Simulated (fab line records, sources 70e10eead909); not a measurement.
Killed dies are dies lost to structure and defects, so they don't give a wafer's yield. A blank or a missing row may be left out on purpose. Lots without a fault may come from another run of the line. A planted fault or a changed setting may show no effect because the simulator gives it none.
A struck lot beside a sound one | flow nand_harc | 15 steps out of a route of 1159
Sound: wafers L524.3, L524.4, L524.6. Struck: wafers L525.2, L525.3, L525.5. The cause comes at the end.
At each step with rows: each side's tool, then ch and its chambers, then its first start. Under that, the readings that differ: sound wafers | struck wafers | difference of the means | sigmas: that difference in standard deviations of wafers without a fault.
alike: readings whose means differ by less than 2 such deviations, and words and numbers that are the same on both sides. not compared: withheld readings, readings that some wafer has no value for, bounds like >300 that may hide the same value, and numbers for which the record gives no deviation and whose values overlap.
The two part at a step that has a row with sigmas, a row that says differs or no value, or rows on one side only. Numbers that don't overlap but have no deviation are shown without sigmas and don't part them. A reading that every wafer of one side lacks parts them only if that side has two wafers or more.

first, 8 steps without rows for these wafers: NHARC_A_M0_HMDS_02 (time 30 s); NHARC_A_M0_COAT_33 (time 65 s); NHARC_A_M0_COAT_03 (resist thk 90 nm); NHARC_A_M0_SOFTBAKE_04 (time 55 s); NHARC_A_M0_EBR_05; NHARC_A_M0_EXPOSE_06 (exposes mask A M0, target cd 80 nm); NHARC_A_M0_PEB_07 (peb time 65 s); NHARC_A_M0_DEVELOP_08 (develop time 35 s).
NHARC_A_M0_CD_MEAS_09: target cd 80 nm.
  sound on cd_sem-01 ch 0, day 19 06:22; struck on cd_sem-01 ch 0, day 19 12:44
  alike: cd_nm
NHARC_A_M0_OVL_MEAS_10: pitch 160 nm.
  sound on overlay-02, day 19 06:28; struck on overlay-02, day 19 12:49
  alike: overlay_x_nm, overlay_y_nm
NHARC_A_M0_INSPECT_11:
  sound on defect_inspect-01, day 19 06:29; struck on defect_inspect-02, day 19 12:51
  alike: raw_defect_count
NHARC_A_M0_DESCUM_14: chemistry O2, time 3 s.
  sound on rie_diel-02 ch 0,1,3, day 19 06:34; struck on rie_diel-07 ch 1,2,3, day 19 12:55
  alike: drypump_motor_current_A, oes_product_au, rf_vpp_V, showerhead_plenum_p_Torr, throttle_valve_pct
  not compared: rf_hours_counter_h
NHARC_A_M0_ETCH_34: etches the open film in N2/H2, target depth 40 nm, overetch 12 nm, time 43.94 s.
  sound on rie_diel-02 ch 1,2, day 19 06:38; struck on rie_diel-07 ch 0,3, day 19 13:00
  no value came back on the struck wafers for any of 7 readings (bias_w (W), chamber_pressure_mTorr (mTorr) and others); on the sound wafers bias_w (W) reads 150.7 150.0 150.4
  not compared: rf_hours_counter_h
NHARC_A_M0_ETCH_15: etches the open film in C4F8/Ar, target depth 150 nm, overetch 15 nm, time 82.5 s.
  sound on rie_diel-02 ch 0,2,3; struck on rie_diel-07 ch 0,2,3, day 19 13:05
  alike: bias_w, chamber_pressure_mTorr, oes_product_au, rf_vpp_V
  not compared: rf_hours_counter_h
NHARC_END_SORT_01:
  sound on prober-01 ch 0, day 21 05:00; struck on prober-01 ch 0, day 21 11:57
  reading                  | sound          | struck         | difference | sigmas
  defect_limited_yield (%) | 95.7 95.1 93.6 | 0 0 0          | -95        | -73
  killed_at_array          | 27 28 39       | 671 670 675    | +641       | +80
  killed_dies              | 29 33 43       | 677 677 677    | +642       | +73
  sort_bin_2_pct (%)       | 1.8 1.8 1.6    | 97.3 96.3 98.1 | +95.5      | +99 or more
  sort_n_pass              | 648 644 634    | 0 0 0          | -642       | -73
  sort_rim_yield_pct (%)   | 96.2 95.3 96.2 | 0 0 0          | -96        | -36
  sort_yield_pct (%)       | 95.7 95.1 93.6 | 0 0 0          | -95        | -73
  alike: killed_at_other, killed_at_periphery, killed_open, killed_short, sort_bin_3_pct, sort_bin_4_pct

WHERE THEY PART
First at NHARC_A_M0_ETCH_34; last, within this record, at NHARC_END_SORT_01.

WHY: what the simulator had put in
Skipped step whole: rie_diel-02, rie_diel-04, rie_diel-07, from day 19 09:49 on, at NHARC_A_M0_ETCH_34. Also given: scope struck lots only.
